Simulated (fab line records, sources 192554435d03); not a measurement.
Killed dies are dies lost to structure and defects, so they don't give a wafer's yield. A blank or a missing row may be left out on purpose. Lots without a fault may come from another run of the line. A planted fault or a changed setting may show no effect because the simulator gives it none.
Problem report in the 8D (eight disciplines) form, filled by code | flow n5_finfet | the parts of the form that need people (team, actions taken, sign-off) are left out

1. THE PROBLEM
oes_product_au at N5_BEOL_M0_SAQP_ETCH_102 reads a mean of 1.234 a.u. on 3 wafers of 2 lots; wafers without a fault read 1.012 a.u. with a standard deviation of 0.021. That is +11 standard deviations from the usual mean.
The step: etches SiO2 in CF4, target depth 4 nm, time 4.4 s.
First seen on wafer L430.2, day 9 04:36, on rie_si-03. The record holds 18 wafers of 6 lots with a number at this step. Rule for "out", or "out of limits": more than 4 standard deviations from the usual mean. The other wafers with a number count as sound.

2. WHAT IT IS AND WHAT IT IS NOT
question                    | is                     | is not
which readings at this step | oes_product_au         | drypump_motor_current_A, he_backside_leak_sccm, throttle_valve_pct
which lots                  | L430, L432             | L419, L424, L438, L439
which wafers of those lots  | L430.2, L432.2, L432.6 | L430.3, L430.4, L432.3
read on which tools         | rie_si-03              | rie_si-06
when                        | from day 9 04:36       | up to then (8 sound wafers); but 7 sound wafers of L432, L438, L439 came after

3. SUSPECTS, AND WHAT RULES EACH OUT
Counting: a tool at a process step up to the reading stays a suspect if it ran every lot that is out. Sound lots after the first of them don't rule it out here, since some wafers of a struck lot are sound.
- rie_si-03 at N5_BEOL_M0_SAQP_ETCH_102 (etches SiO2 in CF4, target depth 4 nm, time 4.4 s): kept. It ran every lot that is out, first L430 (day 9 04:36); its last sound lot up to then is L424 (day 7 13:58). Its own readings are out on those wafers: oes_product_au.
Left after counting: rie_si-03 at N5_BEOL_M0_SAQP_ETCH_102.

4. THE CAUSE (what the simulator had put in)
Process parameter drift: rie_si-03, from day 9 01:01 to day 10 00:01, at N5_BEOL_M0_SAQP_ETCH_102. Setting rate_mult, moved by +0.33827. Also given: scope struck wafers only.
Counting left only this tool.

5. THE CHAIN OF EFFECTS, in route order
Each row: a reading whose mean over the struck wafers that have a number lies more than 3 standard deviations from the usual. Only readings for which the record gives a usual standard deviation are gone through. hours: the time from each lot's start at the first step in this table that gives one to its start at this step, as a median over the lots. sigmas: the change in usual standard deviations.
hours | step                     | reading        | usual      | on struck wafers | change | sigmas
0     | N5_BEOL_M0_SAQP_ETCH_102 | oes_product_au | 1.012 a.u. | 1.234            | +0.222 | +11
The process steps in it:
- N5_BEOL_M0_SAQP_ETCH_102: etches SiO2 in CF4, target depth 4 nm, time 4.4 s.
Later measuring or inspecting steps at which every struck wafer that the step has a row for has a number for every such reading, and none has moved that far: N5_BEOL_M4_RC_MEAS_101.

6. WHAT WOULD HAVE CAUGHT IT SOONER
In this record the first reading out of limits was taken at day 9 04:36, 4 hours after the fault began at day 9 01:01.
